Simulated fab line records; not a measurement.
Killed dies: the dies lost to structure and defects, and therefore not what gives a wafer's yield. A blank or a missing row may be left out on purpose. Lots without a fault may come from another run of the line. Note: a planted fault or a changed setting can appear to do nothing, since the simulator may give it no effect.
Comparing a struck lot with a sound one -- flow nand_harc -- 36 steps out of a route of 1302
Sound: these wafers, L632.2, L632.3, L632.6. Struck: wafer L648.3. (L648.1, L648.5 of the same lot were not struck and are left out.) The cause comes at the end.
Each step with rows lists, per side, the tool, then ch with its chambers, then its first start. Under that, the readings that differ: sound wafers -- struck wafers -- difference of the means -- sigmas: that difference in standard deviations of wafers without a fault.
alike: same words and numbers on both sides, and readings whose means sit less than 2 such deviations apart. not compared: any withheld reading, any reading some wafer has no value for, any bound like >300 that may hide the same value, and any number with overlapping values for which the record gives no deviation.
The two part at a step that has a row with sigmas, a row that says differs or no value, or rows on one side only. Numbers that don't overlap but have no deviation are shown without sigmas and don't part them. Lack of a reading on every wafer of one side parts them only where that side has two or more wafers.

first, 10 steps without rows for these wafers: NHARC_A_SGD_CUT_SRD_19; NHARC_A_SGD_CUT_DEP_20 (deposits SiO2, target thk 150 nm); NHARC_A_SGD_CUT_ANNEAL_27 (time 1800 s); NHARC_A_SGD_CUT_CMP_21 (polishes, target thk 148.19 nm); NHARC_A_SGD_CUT_SRD_23; NHARC_A_SGD_CUT_ETCH_26 (etches SiO2 in dHF, target depth 45.8 nm); NHARC_A_SGD_CUT_ETCHBACK_24 (etches the open film in CH3F/O2, target depth 50 nm, time 92.857 s); NHARC_A_SGD_CUT_STRIP_28 (strips in O2, time 20 s); NHARC_A_SLIT_DEP_25 (deposits SiO2, target thk 200 nm); NHARC_A_SLIT_DEP_00 (deposits aC, target thk 6200 nm).
NHARC_A_SLIT_DEP_23: deposits SiON, target thk 100 nm.
  sound on pecvd-01 ch 0,2, day 20 13:14; struck on pecvd-01 ch 2, day 27 06:41
  alike: heater_power_w, rf_fwd_power_W, showerhead_vpp_V
  not compared: since_wet_clean_h
then, 8 steps without rows for these wafers: NHARC_A_SLIT_DEHYDRATE_01 (time 120 s); NHARC_A_SLIT_HMDS_02 (time 30 s); NHARC_A_SLIT_COAT_03 (resist thk 90 nm); NHARC_A_SLIT_SOFTBAKE_04 (time 55 s); NHARC_A_SLIT_EBR_05; NHARC_A_SLIT_EXPOSE_06 (exposes mask SLIT); NHARC_A_SLIT_PEB_07 (peb time 65 s); NHARC_A_SLIT_DEVELOP_08 (develop time 35 s).
NHARC_A_SLIT_INSPECT_11:
  sound: defect_inspect-02 at day 20 14:02; struck: defect_inspect-01 at day 27 07:29
reading,sound,struck,difference,sigmas
raw_defect_count,121 129 117,254,+132,+4
then, 13 steps without rows for these wafers: NHARC_A_SLIT_DESCUM_14 (chemistry O2, time 3 s); NHARC_A_SLIT_ETCH_24 (etches the open film in CF4/CHF3, target depth 121 nm, time 60.5 s); NHARC_A_SLIT_ETCH_15 (etches the open film in O2/COS, target depth 6200 nm, time 1612 s); NHARC_A_SLIT_ETCH_17 (etches the open film in C4F8/O2/Ar, time 4254.5 s, target depth 20300 nm); NHARC_A_SLIT_ETCH_26 (etches the open film in C4F8/O2/Ar, time 90 s, target depth 400 nm); NHARC_A_SLIT_STRIP_28 (strips in O2/COS); NHARC_A_SLIT_ETCH_29 (etches the open film in CF4/O2, target depth 100 nm, overetch 10 nm, time 55 s); NHARC_A_SLIT_STRIP_18 (strips in O2); NHARC_A_SLIT_PRECLEAN_19 (cleans in SC1); NHARC_A_SLIT_SRD_20; NHARC_A_SIN_REMOVE_WET_00 (chemistry H3PO4, time 15300 s); NHARC_A_SIN_REMOVE_PRECLEAN_01 (cleans in SC1); NHARC_A_SIN_REMOVE_SRD_02.
NHARC_A_SIN_REMOVE_INSPECT_04:
  sound: defect_inspect-01 at day 21 03:00; struck: defect_inspect-02 at day 27 20:34
reading,sound,struck,difference,sigmas
raw_defect_count,449 390 447,759,+330,+4
then, 1 step without rows for these wafers: NHARC_A_WL_FILL_ALD_00 (deposits Al2O3, target thk 3 nm, pulse time 3 s, ald cycles 30).
-- jump in the record: it breaks off in module A_WL_FILL and resumes in module END (first step shown: number 1302 of the route), and 4 days separate the struck wafers' starts before and after --
NHARC_END_SORT_01:
  the record has rows for the struck wafers here (prober-01 ch 0, day 32 00:31) and none for the sound ones

== WHERE THEY PART ==
First at NHARC_A_SLIT_INSPECT_11; last, within this record, at NHARC_END_SORT_01.

WHY: what the simulator had put in
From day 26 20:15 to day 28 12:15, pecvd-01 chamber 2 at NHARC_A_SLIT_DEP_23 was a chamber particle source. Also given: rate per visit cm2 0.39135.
